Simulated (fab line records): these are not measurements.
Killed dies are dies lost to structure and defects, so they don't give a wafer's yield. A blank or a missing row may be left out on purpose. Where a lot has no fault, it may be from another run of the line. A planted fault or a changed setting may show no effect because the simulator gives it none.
Matching of chambers :: flow n5_finfet :: N5_ILD0_CMP_12 on cmp-03: 4 sister chambers
The step polishes SiNx, stops on poly-Si, t overpolish 6 s, target thk 17.67 nm. 18 wafers are shown with their chamber, then 9 later ones without.

## EACH WAFER AND ITS CHAMBER
wafer: L079.1
chamber: 0
motor_current_A (A): 9.7
time_to_endpoint_s (s): 25
overpolish_run_s (s): 6.004

wafer: L079.4
chamber: 3
motor_current_A (A): 8.4
time_to_endpoint_s (s): 30
overpolish_run_s (s): 6.003

wafer: L079.6
chamber: 2
motor_current_A (A): 8.2
time_to_endpoint_s (s): 37
overpolish_run_s (s): 6.002

wafer: L081.3
chamber: 1
motor_current_A (A): 7.6
time_to_endpoint_s (s): 30
overpolish_run_s (s): 5.992

wafer: L081.4
chamber: 2
motor_current_A (A): 8.7
time_to_endpoint_s (s): 35
overpolish_run_s (s): 5.999

wafer: L081.6
chamber: 3
motor_current_A (A): 7.9
time_to_endpoint_s (s): 32
overpolish_run_s (s): 6.005

wafer: L082.3
chamber: 3
motor_current_A (A): 8.0
time_to_endpoint_s (s): 34
overpolish_run_s (s): 5.994

wafer: L082.4
chamber: 0
motor_current_A (A): 8.7
time_to_endpoint_s (s): 29
overpolish_run_s (s): 6.004

wafer: L082.6
chamber: 2
motor_current_A (A): 8.5
time_to_endpoint_s (s): 39
overpolish_run_s (s): 5.994

wafer: L085.2
chamber: 2
motor_current_A (A): 8.5
time_to_endpoint_s (s): 33
overpolish_run_s (s): 5.994

wafer: L085.4
chamber: 3
motor_current_A (A): 7.9
time_to_endpoint_s (s): 28
overpolish_run_s (s): 5.995

wafer: L085.6
chamber: 0
motor_current_A (A): 9.2
time_to_endpoint_s (s): 24
overpolish_run_s (s): 6.006

wafer: L086.1
chamber: 0
motor_current_A (A): 9.7
time_to_endpoint_s (s): 28
overpolish_run_s (s): 5.996

wafer: L086.2
chamber: 2
motor_current_A (A): 8.6
time_to_endpoint_s (s): 35
overpolish_run_s (s): 5.971

wafer: L086.3
chamber: 1
motor_current_A (A): 7.4
time_to_endpoint_s (s): 32
overpolish_run_s (s): 5.984

wafer: L091.1
chamber: 3
motor_current_A (A): 8.0
time_to_endpoint_s (s): 27
overpolish_run_s (s): 5.992

wafer: L091.2
chamber: 1
motor_current_A (A): 7.9
time_to_endpoint_s (s): 31
overpolish_run_s (s): 5.983

wafer: L091.4
chamber: 0
motor_current_A (A): 9.3
time_to_endpoint_s (s): 24
overpolish_run_s (s): 5.997

SIGNATURES, as means of the wafers listed above
reading: motor_current_A
chamber 0: 9.320
chamber 1: 7.633
chamber 2: 8.500
chamber 3: 8.040
scatter within a chamber: 0.284

reading: time_to_endpoint_s
chamber 0: 26.00
chamber 1: 31.00
chamber 2: 35.80
chamber 3: 30.20
scatter within a chamber: 2.35

reading: overpolish_run_s
chamber 0: 6.00140
chamber 1: 5.98633
chamber 2: 5.99200
chamber 3: 5.99780
scatter within a chamber: 0.00786
Rule: for a wafer and a chamber, the distance is found by dividing, reading by reading, the gap between the wafer's reading and the chamber's mean by the reading's scatter, squaring, summing and taking the root. If the next closest chamber is less than 2 further off than the closest, the wafer can't be placed; otherwise it belongs to the closest. How the scatter is found: for the shown wafers, subtract from each reading the mean of its chamber, square and add these, divide the total by (wafers less chambers), then take the root.

## WAFERS WITHOUT THEIR CHAMBER
wafer: L092.2
motor_current_A (A): 9.9
time_to_endpoint_s (s): 23
overpolish_run_s (s): 5.986

wafer: L092.4
motor_current_A (A): 8.2
time_to_endpoint_s (s): 28
overpolish_run_s (s): 6.005

wafer: L092.5
motor_current_A (A): 8.4
time_to_endpoint_s (s): 34
overpolish_run_s (s): 6.006

wafer: L093.2
motor_current_A (A): 8.5
time_to_endpoint_s (s): 29
overpolish_run_s (s): 6.007

wafer: L093.4
motor_current_A (A): 7.3
time_to_endpoint_s (s): 30
overpolish_run_s (s): 5.991

wafer: L093.6
motor_current_A (A): 8.0
time_to_endpoint_s (s): 28
overpolish_run_s (s): 5.993

wafer: L094.4
motor_current_A (A): 9.9
time_to_endpoint_s (s): 23
overpolish_run_s (s): 5.997

wafer: L094.5
motor_current_A (A): 8.1
time_to_endpoint_s (s): 27
overpolish_run_s (s): 5.996

wafer: L094.6
motor_current_A (A): 9.7
time_to_endpoint_s (s): 20
overpolish_run_s (s): 5.992

## EACH ONE'S CHAMBER
wafer: L092.2
from the rows above: 0
in truth: 0

wafer: L092.4
from the rows above: can't be placed: 3 or 1
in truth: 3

wafer: L092.5
from the rows above: can't be placed: 2 or 3 or 1
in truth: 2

wafer: L093.2
from the rows above: can't be placed: 3 or 0 or 2
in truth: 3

wafer: L093.4
from the rows above: can't be placed: 1 or 3
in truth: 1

wafer: L093.6
from the rows above: can't be placed: 3 or 1
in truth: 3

wafer: L094.4
from the rows above: 0
in truth: 0

wafer: L094.5
from the rows above: can't be placed: 3 or 1
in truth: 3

wafer: L094.6
from the rows above: 0
in truth: 0
Correct placement for 3 of the 9. These rows do not allow placing 6 (true chamber among the candidates in 6). Wrongly placed: 0.
